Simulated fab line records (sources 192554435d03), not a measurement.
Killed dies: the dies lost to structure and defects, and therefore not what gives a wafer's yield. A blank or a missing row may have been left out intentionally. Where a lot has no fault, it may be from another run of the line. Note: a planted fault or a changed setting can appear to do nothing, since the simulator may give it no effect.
Chamber matching    flow n5_finfet    4 sister chambers for N5_SD_EPI_N_ETCH_34 on rie_diel-01
The step etches SiARC in CF4, target depth 45.5 nm, time 75.8 s. 14 wafers are shown with their chamber, then 7 later ones without.

== WAFERS WITH THEIR CHAMBER ==
wafer   chamber  showerhead_plenum_p_Torr (Torr)  drypump_motor_current_A (A)  throttle_valve_pct (%)
L074.2  2        2.15                             5.6                          15.25
L074.3  1        2.10                             5.9                          15.79
L074.6  1        2.10                             5.9                          15.79
L080.1  3        2.27                             6.2                          15.19
L080.3  0        2.20                             6.2                          15.44
L080.5  0        2.20                             6.2                          15.45
L081.2  3        2.27                             6.2                          15.18
L081.3  0        2.20                             6.3                          15.45
L081.6  1        2.10                             5.9                          15.29
L082.3  1        2.10                             5.9                          15.28
L082.4  2        2.14                             5.6                          15.29
L082.5  3        2.27                             6.2                          15.20
L088.1  3        2.27                             6.2                          15.22
L088.2  2        2.14                             5.6                          15.33

SIGNATURES, as means of the wafers listed above
reading                   chamber 0  chamber 1  chamber 2  chamber 3  scatter within a chamber
showerhead_plenum_p_Torr  2.2000     2.1000     2.1433     2.2700     0.00258
drypump_motor_current_A   6.233      5.900      5.600      6.200      0.0258
throttle_valve_pct        15.4467    15.5375    15.2900    15.1975    0.161
Rule: distance of a wafer from a chamber = root of the sum over the readings of ((wafer's reading minus chamber's mean) / reading's scatter) squared. The wafer belongs to the nearest chamber; if the next one is less than 2 further off, it can't be placed. The scatter: the root of (the sum of the squares of (reading less its chamber's mean) over the shown wafers, divided by (wafers less chambers)).

== WAFERS WITHOUT THEIR CHAMBER ==
wafer   showerhead_plenum_p_Torr (Torr)  drypump_motor_current_A (A)  throttle_valve_pct (%)
L088.4  2.19                             6.2                          15.48
L092.4  2.26                             6.2                          15.25
L092.5  2.09                             5.9                          15.33
L092.6  2.13                             5.6                          15.34
L095.2  2.19                             6.2                          15.00
L095.4  2.19                             6.2                          15.00
L095.6  2.26                             6.2                          15.27

== CHAMBER TAKEN BY EACH ==
wafer   from the rows above  in truth
L088.4  0                    0
L092.4  3                    3
L092.5  1                    1
L092.6  2                    2
L095.2  0                    0
L095.4  0                    0
L095.6  3                    3
Correct placement for 7 of the 7. From these rows, 0 cannot be placed. Wrongly placed: 0.
